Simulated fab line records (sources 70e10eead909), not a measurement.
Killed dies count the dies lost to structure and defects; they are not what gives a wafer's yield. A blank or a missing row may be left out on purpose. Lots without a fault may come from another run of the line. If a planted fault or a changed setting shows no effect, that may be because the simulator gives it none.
Which of the tools did it? ; flow nandHarc ; 6 lots, 18 wafers sampled, at 5 steps of a route of 1302

== WHAT THE GAUGES SHOWED, per wafer ==
NHARC_END_SORT_01.
lot;measured;on;killedAtPeriphery
L495;day 26 13:32;prober-01;4 4 4
L498;day 27 21:28;prober-01;5 1 2
L501;day 28 04:25;prober-02;7 12 6

== EACH LOT AND THE TOOL THAT RAN IT (in order: tool; ch and the chambers of the sampled wafers; start) ==
lot;NHARC_A_CHANNEL_HOLE_D2_ETCH_21;NHARC_A_CHANNEL_FILL_D2_ALD_02;NHARC_A_CHANNEL_FILL_D2_ALD_25;NHARC_A_CHANNEL_FILL_D2_CMP_10
L493;harEtch-02 ch 0,1, day 13 11:42;aldHk-03 ch 0,1,3, day 13 17:25;aldHk-02 ch 0,1, day 15 03:47;cmp-02 ch 2,3, day 15 15:08
L495;harEtch-01 ch 0,1, day 14 09:22;aldHk-03 ch 2,3, day 15 08:19;aldHk-04 ch 1,2,3, day 16 21:26;cmp-04 ch 2,3, day 17 08:46
L498;harEtch-01 ch 0,1, day 15 23:27;aldHk-03 ch 0,1, day 16 04:52;aldHk-04 ch 0,1,3, day 17 19:25;cmp-02 ch 0,2,3, day 18 05:25
L501;harEtch-01 ch 0,1, day 16 20:50;aldHk-03 ch 0,2,3, day 17 02:24;aldHk-04 ch 0,1,3, day 18 14:39;cmp-04 ch 1,2,3, day 19 01:27
L511;harEtch-01 ch 0,1, day 21 06:02;aldHk-04 ch 0,1,3, day 21 11:26;aldHk-03 ch 0,3, day 23 00:08;cmp-01 ch 0,2,3, day 23 10:46
L514;harEtch-01 ch 1, day 22 04:53;aldHk-04 ch 1,2, day 22 10:26;aldHk-03 ch 0,1,3, day 23 20:37;cmp-01 ch 2,3, day 24 06:38
- NHARC_A_CHANNEL_HOLE_D2_ETCH_21: etches the open film in C4F8/O2/Ar, time 514.3 s, target depth 1600 nm.
- NHARC_A_CHANNEL_FILL_D2_ALD_02: deposits SiO2, target thk 6 nm, pulse time 10 s, ald cycles 60.
- NHARC_A_CHANNEL_FILL_D2_ALD_25: deposits SiOx, target thk 60 nm, pulse time 10 s, ald cycles 600.
- NHARC_A_CHANNEL_FILL_D2_CMP_10: polishes, target thk 150 nm.

== THE ANSWER, worked out from the rows above alone ==
Rule: usual is defined by the lots themselves. The widest of any qualifying gaps counts: lots, ordered by their means at a reading, are off when they make up no more than a third of the lots, leave a main group of 4 or more, and stand apart from it by 3 or more times the standard deviation of that group's means. A main group is skipped when, at the precision printed for the reading in the tables above, its means are all equal. A lot without any number at a reading at which 4 lots or more have one is off too. All remaining lots with rows at the step are treated as sound.
No lot is off at any reading shown: from this, nothing can be told.

== WHAT THE SIMULATOR PUT IN ==
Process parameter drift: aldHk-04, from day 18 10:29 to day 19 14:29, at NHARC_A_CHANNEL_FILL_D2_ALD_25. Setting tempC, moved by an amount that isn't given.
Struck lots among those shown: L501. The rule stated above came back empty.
